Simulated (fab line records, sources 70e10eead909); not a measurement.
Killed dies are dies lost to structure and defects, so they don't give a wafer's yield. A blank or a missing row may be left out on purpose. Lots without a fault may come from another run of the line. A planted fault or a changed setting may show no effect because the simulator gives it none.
A struck lot beside a sound one | flow nand_harc | 15 steps out of a route of 1302
Sound: wafers L535.2, L535.4, L535.6. Struck: wafer L543.4. (L543.5 of the same lot was not struck and is left out.) The cause comes at the end.
At each step with rows: each side's tool, then ch and its chambers, then its first start. Under that, the readings that differ: sound wafers | struck wafers | difference of the means | sigmas: that difference in standard deviations of wafers without a fault.
alike: readings whose means differ by less than 2 such deviations, and words and numbers that are the same on both sides. not compared: withheld readings, readings that some wafer has no value for, bounds like >300 that may hide the same value, and numbers for which the record gives no deviation and whose values overlap.
The two part at a step that has a row with sigmas, a row that says differs or no value, or rows on one side only. Numbers that don't overlap but have no deviation are shown without sigmas and don't part them. A reading that every wafer of one side lacks parts them only if that side has two wafers or more.

first, 7 steps without rows for these wafers: NHARC_A_CHANNEL_HOLE_D1_COAT_37 (time 65 s); NHARC_A_CHANNEL_HOLE_D1_COAT_04 (resist thk 90 nm); NHARC_A_CHANNEL_HOLE_D1_SOFTBAKE_05 (time 55 s); NHARC_A_CHANNEL_HOLE_D1_EBR_06; NHARC_A_CHANNEL_HOLE_D1_EXPOSE_07 (exposes mask HOLE D1, target cd 100 nm); NHARC_A_CHANNEL_HOLE_D1_PEB_08 (peb time 65 s); NHARC_A_CHANNEL_HOLE_D1_DEVELOP_09 (develop time 35 s).
NHARC_A_CHANNEL_HOLE_D1_CD_MEAS_10: target cd 100 nm.
  sound on cd_sem-01 ch 0, day 9 17:15; struck on cd_sem-02 ch 0, day 12 08:44
  alike: cd_nm
NHARC_A_CHANNEL_HOLE_D1_OVL_MEAS_11:
  sound on overlay-01, day 9 17:20; struck on overlay-02, day 12 08:49
  alike: overlay_x_nm, overlay_y_nm
NHARC_A_CHANNEL_HOLE_D1_INSPECT_12:
  sound on defect_inspect-01, day 9 17:22; struck on defect_inspect-02, day 12 08:51
  alike: raw_defect_count
NHARC_A_CHANNEL_HOLE_D1_DESCUM_15: chemistry O2, time 3 s.
  sound on rie_diel-06 ch 0,1,2, day 9 17:26; struck on rie_diel-06 ch 2, day 12 08:56
  alike: drypump_motor_current_A, o2_flow_sccm, oes_product_au, rf_vpp_V, showerhead_plenum_p_Torr, throttle_valve_pct
  not compared: rf_hours_counter_h
NHARC_A_CHANNEL_HOLE_D1_ETCH_38: etches the open film in CF4, target depth 39 nm, time 65 s.
  sound on rie_diel-06 ch 0,2,3, day 9 17:32; struck on rie_diel-06 ch 1, day 12 09:00
  alike: bias_w, drypump_motor_current_A, oes_product_au, rf_vpp_V, showerhead_plenum_p_Torr, throttle_valve_pct
  not compared: rf_hours_counter_h
NHARC_A_CHANNEL_HOLE_D1_ETCH_39: etches the open film in N2/H2, target depth 260 nm, time 325 s.
  sound on rie_diel-06 ch 0,1,3, day 9 17:36; struck on rie_diel-06 ch 3, day 12 09:08
  reading               | sound             | struck | difference | sigmas
  oes_product_au (a.u.) | 1.000 1.004 1.024 | 0.858  | -0.151     | -15
  alike: bias_w, drypump_motor_current_A, rf_vpp_V, showerhead_plenum_p_Torr, throttle_valve_pct
  not compared: rf_hours_counter_h
NHARC_A_CHANNEL_HOLE_D1_ETCH_34: etches the open film in CF4/CHF3, target depth 154 nm, time 77 s.
  sound on rie_diel-06 ch 0,1,2; struck on rie_diel-06 ch 3
  reading               | sound             | struck | difference | sigmas
  oes_product_au (a.u.) | 0.995 0.963 0.981 | 0.927  | -0.053     | -2
  alike: bias_w, drypump_motor_current_A, rf_vpp_V, showerhead_plenum_p_Torr, throttle_valve_pct
  not compared: rf_hours_counter_h
NHARC_END_SORT_01:
  the record has rows for the sound wafers here (prober-02 ch 0, day 26 22:39) and none for the struck ones

WHERE THEY PART
First at NHARC_A_CHANNEL_HOLE_D1_ETCH_39; last, within this record, at NHARC_END_SORT_01.

WHY: what the simulator had put in
Process parameter drift: rie_diel-06, from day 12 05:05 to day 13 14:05, at NHARC_A_CHANNEL_HOLE_D1_ETCH_39. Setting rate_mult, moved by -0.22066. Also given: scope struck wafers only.
